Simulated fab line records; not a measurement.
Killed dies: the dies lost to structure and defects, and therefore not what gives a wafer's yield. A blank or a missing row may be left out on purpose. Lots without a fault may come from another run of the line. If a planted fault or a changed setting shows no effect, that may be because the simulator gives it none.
Which tool did it? + flow nand_harc + 13 lots, 39 wafers sampled, at 5 steps of a route of 1302

== WHAT THE GAUGES SHOWED, per wafer ==
NHARC_END_SORT_01. Usual: killed_at_array 41, standard deviation 10; killed_at_other 0.8, standard deviation 0.91; killed_at_periphery 4.2, standard deviation 2.9; killed_dies 46, standard deviation 10; killed_open 3.5, standard deviation 2.1; killed_short 2.5, standard deviation 1.6.
| lot  | measured     | on        | killed_at_array | killed_at_other | killed_at_periphery | killed_dies | killed_open | killed_short | flag |
|------|--------------|-----------|-----------------|-----------------|---------------------|-------------|-------------|--------------|------|
| L246 | day 31 00:32 | prober-01 | 34 37 101       | 2 1 2           | 8 7 5               | 44 45 108   | 3 3 1       | 2 1 2        |      |

== WHAT TOOL EACH LOT RAN ON (gives the tool, then ch and the chambers of the sampled wafers, and finally the start) ==
| lot  | NHARC_A_STAIRCASE_TRIM_226         | NHARC_A_BONDPAD_PVD_27                  | NHARC_A_BONDPAD_ANNEAL_28        | NHARC_THIN_TSV_ETCH_15           |
|------|------------------------------------|-----------------------------------------|----------------------------------|----------------------------------|
| L230 | rie_diel-08 ch 0,1,3, day 16 05:29 | pvd_sputter-01, day 23 18:49 or earlier | rtp_anneal-01 ch 0, day 23 18:49 | rie_si-04 ch 0,2, day 24 10:07   |
| L229 | rie_diel-01 ch 0,1,2, day 16 20:07 | pvd_sputter-02, day 23 23:11 or earlier | rtp_anneal-02 ch 0, day 23 23:11 | rie_si-02 ch 1,2,3, day 24 13:41 |
| L232 | rie_diel-11 ch 2,3, day 17 04:42   | pvd_sputter-02, day 24 01:33 or earlier | rtp_anneal-02 ch 0, day 24 01:33 | rie_si-04 ch 0,2, day 24 14:35   |
| L233 | rie_diel-11 ch 0,2, day 17 08:26   | pvd_sputter-01, day 24 03:19 or earlier | rtp_anneal-02 ch 0, day 24 03:19 | rie_si-02 ch 1,3, day 24 17:38   |
| L235 | rie_diel-08 ch 1,2,3, day 18 01:46 | pvd_sputter-01, day 24 16:40 or earlier | rtp_anneal-02 ch 0, day 24 16:40 | rie_si-02 ch 0,1,3, day 25 08:59 |
| L234 | rie_diel-11 ch 0,2,3, day 18 06:40 | pvd_sputter-03, day 24 23:42 or earlier | rtp_anneal-02 ch 0, day 24 23:42 | rie_si-03 ch 0,1, day 25 13:28   |
| L237 | rie_diel-01 ch 2,3, day 19 16:05   | pvd_sputter-01, day 26 22:08 or earlier | rtp_anneal-01 ch 0, day 26 22:08 | rie_si-03 ch 0,3, day 27 11:58   |
| L236 | rie_diel-08 ch 0,2,3, day 19 23:51 | pvd_sputter-01, day 27 02:32 or earlier | rtp_anneal-01 ch 0, day 27 02:32 | rie_si-02 ch 1,2,3, day 27 16:56 |
| L238 | rie_diel-11 ch 0,1,2, day 20 08:05 | pvd_sputter-03, day 27 03:08 or earlier | rtp_anneal-01 ch 0, day 27 03:08 | rie_si-04 ch 0,2,3, day 27 17:41 |
| L240 | rie_diel-01 ch 1,2, day 20 17:34   | pvd_sputter-03, day 27 17:34 or earlier | rtp_anneal-01 ch 0, day 27 17:34 | rie_si-02 ch 0,1,3, day 28 07:34 |
| L244 | rie_diel-01 ch 0,1, day 21 21:32   | pvd_sputter-01, day 28 22:30 or earlier | rtp_anneal-02 ch 0, day 28 22:30 | rie_si-04 ch 0,1,2, day 29 14:12 |
| L246 | rie_diel-01 ch 1,2,3, day 22 20:47 | pvd_sputter-03, day 29 14:43 or earlier | rtp_anneal-01 ch 0, day 29 14:43 | rie_si-04 ch 0,1,3, day 30 10:19 |
| L251 | rie_diel-08 ch 0,1,3, day 25 08:21 | pvd_sputter-02, day 33 04:33 or earlier | rtp_anneal-02 ch 0, day 33 04:33 | rie_si-03 ch 1,2,3, day 33 23:22 |
- NHARC_A_STAIRCASE_TRIM_226: chemistry O2, time 211.2 s.
- NHARC_A_BONDPAD_PVD_27: deposits Cu, target thk 30 nm, time 20.49 s.
- NHARC_A_BONDPAD_ANNEAL_28: time 90 s.
- NHARC_THIN_TSV_ETCH_15: target depth 3000 nm, bosch target overetch cycles 2, bosch etch step 2.8 s.

== WHAT THE TOOLS THEMSELVES READ (means of the sampled wafers that have a number; where no wafer has one, the mark that the record gives instead) ==
NHARC_A_STAIRCASE_TRIM_226. Usual: drypump_motor_current_A 5.7 A, standard deviation 0.45; oes_product_au 1.005 a.u., standard deviation 0.01; rf_vpp_V 57.8 V, standard deviation 0.87; showerhead_plenum_p_Torr 3.54 Torr, standard deviation 0.13; throttle_valve_pct 17.035 %, standard deviation 0.0096.
| lot  | tool        | drypump_motor_current_A (A) | oes_product_au (a.u.) | rf_vpp_V (V) | showerhead_plenum_p_Torr (Torr) | throttle_valve_pct (%) | flag |
|------|-------------|-----------------------------|-----------------------|--------------|---------------------------------|------------------------|------|
| L230 | rie_diel-08 | 5.6                         | 0.993                 | 57.2         | 3.58                            | 17.036                 |      |
| L229 | rie_diel-01 | 5.8                         | 1.000                 | 58.5         | 3.38                            | 17.030                 |      |
| L232 | rie_diel-11 | 5.3                         | 1.017                 | 58.5         | 3.69                            | 17.025                 |      |
| L233 | rie_diel-11 | 6.3                         | 1.002                 | 57.8         | 3.58                            | 17.039                 |      |
| L235 | rie_diel-08 | 5.7                         | 0.999                 | 57.4         | 3.53                            | 17.039                 |      |
| L234 | rie_diel-11 | 5.8                         | 1.013                 | 57.9         | 3.63                            | 17.047                 |      |
| L237 | rie_diel-01 | 5.9                         | 0.993                 | 57.3         | 3.37                            | 17.034                 |      |
| L236 | rie_diel-08 | 5.6                         | 1.005                 | 57.7         | 3.50                            | 17.034                 |      |
| L238 | rie_diel-11 | 5.7                         | 1.012                 | 57.2         | 3.55                            | 17.039                 |      |
| L240 | rie_diel-01 | 6.1                         | 1.011                 | 57.5         | 3.39                            | 17.032                 |      |
| L244 | rie_diel-01 | 5.7                         | 1.013                 | 57.5         | 3.63                            | 17.033                 |      |
| L246 | rie_diel-01 | 5.9                         | 1.002                 | 57.8         | 3.41                            | 17.031                 |      |
| L251 | rie_diel-08 | 5.6                         | 1.008                 | 57.9         | 3.54                            | 17.031                 |      |

NHARC_A_BONDPAD_PVD_27. Usual: throttle_valve_pct reads 29.3 % (standard deviation 1.1).
| lot  | tool           | throttle_valve_pct (%) | flag |
|------|----------------|------------------------|------|
| L230 | pvd_sputter-01 | 30.0                   |      |
| L229 | pvd_sputter-02 | 28.6                   |      |
| L232 | pvd_sputter-02 | 29.6                   |      |
| L233 | pvd_sputter-01 | 30.0                   |      |
| L235 | pvd_sputter-01 | 30.2                   |      |
| L234 | pvd_sputter-03 | 28.6                   |      |
| L237 | pvd_sputter-01 | 29.2                   |      |
| L236 | pvd_sputter-01 | 29.2                   |      |
| L238 | pvd_sputter-03 | 28.5                   |      |
| L240 | pvd_sputter-03 | 28.2                   |      |
| L244 | pvd_sputter-01 | 29.7                   |      |
| L246 | pvd_sputter-03 | 28.7                   |      |
| L251 | pvd_sputter-02 | 30.5                   |      |

NHARC_A_BONDPAD_ANNEAL_28. Usual: wafer_temp_C_max reads 226.02 (standard deviation 0.24).
| lot  | tool          | wafer_temp_C_max | flag |
|------|---------------|------------------|------|
| L230 | rtp_anneal-01 | 225.93           |      |
| L229 | rtp_anneal-02 | 226.11           |      |
| L232 | rtp_anneal-02 | 226.00           |      |
| L233 | rtp_anneal-02 | 226.23           |      |
| L235 | rtp_anneal-02 | 225.89           |      |
| L234 | rtp_anneal-02 | 226.25           |      |
| L237 | rtp_anneal-01 | 226.04           |      |
| L236 | rtp_anneal-01 | 225.96           |      |
| L238 | rtp_anneal-01 | 225.75           |      |
| L240 | rtp_anneal-01 | 226.08           |      |
| L244 | rtp_anneal-02 | 226.07           |      |
| L246 | rtp_anneal-01 | 226.02           |      |
| L251 | rtp_anneal-02 | 226.12           |      |

NHARC_THIN_TSV_ETCH_15. Usual: drypump_motor_current_A reads 5.7 A (standard deviation 0.45).
| lot  | tool      | drypump_motor_current_A (A) | flag |
|------|-----------|-----------------------------|------|
| L230 | rie_si-04 | 5.8                         |      |
| L229 | rie_si-02 | 5.5                         |      |
| L232 | rie_si-04 | 5.8                         |      |
| L233 | rie_si-02 | 5.7                         |      |
| L235 | rie_si-02 | 5.9                         |      |
| L234 | rie_si-03 | 6.0                         |      |
| L237 | rie_si-03 | 6.2                         |      |
| L236 | rie_si-02 | 5.6                         |      |
| L238 | rie_si-04 | 5.5                         |      |
| L240 | rie_si-02 | 5.9                         |      |
| L244 | rie_si-04 | 5.8                         |      |
| L246 | rie_si-04 | 5.5                         |      |
| L251 | rie_si-03 | 5.8                         |      |

== THE ANSWER, worked out from the rows above alone ==
Rule: a lot is off if the mean of its wafers that have a number lies more than 3 standard deviations from the usual mean. A lot without any number at a reading at which 4 lots or more have one is off too. Any other lot the step has rows for is counted as sound. First the gauges in route order, then the tools' own readings, where a lot's mean is used as printed above. The first step at which some lot is off is used, and at that step the reading that is off furthest; a lot without a number counts as furthest.
No lot is off at any reading shown: from this, nothing can be told.

== WHAT WAS PUT IN BY THE SIMULATOR ==
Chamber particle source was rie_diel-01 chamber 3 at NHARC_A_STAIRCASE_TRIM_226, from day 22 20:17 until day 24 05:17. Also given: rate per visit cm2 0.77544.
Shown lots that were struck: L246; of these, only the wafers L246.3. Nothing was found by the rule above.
